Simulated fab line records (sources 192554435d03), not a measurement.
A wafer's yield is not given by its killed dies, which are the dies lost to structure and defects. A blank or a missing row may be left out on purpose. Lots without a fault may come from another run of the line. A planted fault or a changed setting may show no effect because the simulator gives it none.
Matching of chambers | flow n5_finfet | N5_BEOL_M0_SAQP_ETCH_102 on rie_si-01: 4 sister chambers
The step etches SiO2 in CF4, target depth 4 nm, time 4.4 s. 4 wafers are shown with their chamber, then 10 later ones without.

WAFERS PAIRED WITH THEIR CHAMBERS
wafer  | chamber | throttle_valve_pct (%)
L086.4 | 2       | 21.86
L087.3 | 1       | 21.79
L089.1 | 3       | 21.52
L089.4 | 0       | 21.91

WAFERS WITH NO CHAMBER GIVEN
wafer  | throttle_valve_pct (%)
L089.6 | 21.86
L090.2 | 21.85
L090.3 | 21.91
L090.4 | 21.80
L091.4 | 21.52
L091.5 | 21.77
L091.6 | 21.85
L093.2 | 21.81
L093.4 | 21.91
L093.5 | 21.53

CHAMBER TAKEN BY EACH
wafer  | from the rows above | in truth
L089.6 | 2                   | 2
L090.2 | 2                   | 2
L090.3 | 0                   | 0
L090.4 | 1                   | 1
L091.4 | 3                   | 3
L091.5 | 1                   | 1
L091.6 | 2                   | 2
L093.2 | 1                   | 1
L093.4 | 0                   | 0
L093.5 | 3                   | 3
10 of 10 placed correctly. Left unplaced by these rows: 0. 0 placed wrongly.
How it was worked out, from the rows above alone: a wafer's distance from a chamber is the root of the sum, over the readings, of the square of ((its reading less the chamber's mean) divided by the reading's scatter). The wafer belongs to the nearest chamber; if the next one is less than 2 further off, it can't be placed. The mean given for a chamber averages the wafers shown for that chamber. The scatter (one wafer shown for each chamber): square how far every hidden wafer sits from the nearest shown wafer, average those squares and take the square root.
